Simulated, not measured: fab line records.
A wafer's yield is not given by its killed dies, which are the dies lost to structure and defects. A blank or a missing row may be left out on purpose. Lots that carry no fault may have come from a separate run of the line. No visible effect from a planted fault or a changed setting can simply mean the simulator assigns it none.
Which of the tools did it? | flow n5 finfet | 8 lots with 24 wafers sampled at 3 steps, on a route of 1938 steps

== WHAT THE GAUGES READ, wafer by wafer ==
N5_PMOS_HMC_CHANNEL_EPI_INSPECT_30: inspects for defects (darkfield).
lot  | measured    | on                | raw defect count
L937 | day 3 14:39 | defect inspect-02 | 20 34 30
L939 | day 4 02:23 | defect inspect-01 | 22 32 15
L940 | day 4 08:29 | defect inspect-02 | 18 30 24
L943 | day 5 02:05 | defect inspect-02 | 25 11 14
L944 | day 5 08:17 | defect inspect-02 | 16 30 369
L945 | day 5 15:03 | defect inspect-02 | 23 350 9
L948 | day 6 08:06 | defect inspect-01 | 17 16 23
L953 | day 7 13:56 | defect inspect-01 | 22 17 12

== TOOL THAT RAN EACH LOT (tool first, then ch and the chambers of the sampled wafers, then the start) ==
lot  | N5_PMOS_HMC_CHANNEL_EPI_CMP_21 | N5_PMOS_HMC_CHANNEL_EPI_PRECLEAN_37
L937 | cmp-01 ch 0,1,3, day 3 13:49   | wet bench-02 ch 3,6,7, day 3 14:07
L939 | cmp-02 ch 1,2,3, day 4 01:38   | wet bench-03 ch 1,4,5, day 4 01:54
L940 | cmp-03 ch 0,1, day 4 07:42     | wet bench-04 ch 2,4,5, day 4 08:02
L943 | cmp-02 ch 0,1,2, day 5 01:11   | wet bench-02 ch 1,2,5, day 5 01:25
L944 | cmp-01 ch 1,3, day 5 07:32     | wet bench-02 ch 3,5,6, day 5 07:50
L945 | cmp-03 ch 0,2,3, day 5 14:17   | wet bench-02 ch 0,2,6, day 5 14:37
L948 | cmp-03 ch 0,1,3, day 6 07:24   | wet bench-03 ch 1,3,7, day 6 07:39
L953 | cmp-01 ch 1,2, day 7 13:03     | wet bench-03 ch 0,1,7, day 7 13:23
- N5_PMOS_HMC_CHANNEL_EPI_CMP_21: polishes SiGe30, target thk 54 nm.
- N5_PMOS_HMC_CHANNEL_EPI_PRECLEAN_37: cleans in O3/DIW, time 45 s.

== THE ANSWER, worked out from the rows above alone ==
Rule: the lots themselves supply what counts as usual. Put in order of their means at a reading, lots are off if they are a third of the lots or fewer, leave a main group of 4 or more, and stand apart from it by a gap of 3 or more times the standard deviation of the main group's means; of several such gaps the widest counts. Not used: any main group whose means are identical at the precision the tables above print for the reading. A lot without any number at a reading at which 4 lots or more have one is off too. All remaining lots with rows at the step are treated as sound.
Off: L944, L945 (N5_PMOS_HMC_CHANNEL_EPI_INSPECT_30, raw defect count). The main group: mean 21, standard deviation 4.1.
A tool fits if, at a process step before that reading, it ran every lot that is off, and no sound lot after the first of them. Gauges at N5_PMOS_HMC_CHANNEL_EPI_INSPECT_30: tried the same way as those tools. 2 tools fit, wet bench-02 at N5_PMOS_HMC_CHANNEL_EPI_PRECLEAN_37 and defect inspect-02 at N5_PMOS_HMC_CHANNEL_EPI_INSPECT_30, so this cannot tell which one it is.

== WHAT THE SIMULATOR HAD INSERTED ==
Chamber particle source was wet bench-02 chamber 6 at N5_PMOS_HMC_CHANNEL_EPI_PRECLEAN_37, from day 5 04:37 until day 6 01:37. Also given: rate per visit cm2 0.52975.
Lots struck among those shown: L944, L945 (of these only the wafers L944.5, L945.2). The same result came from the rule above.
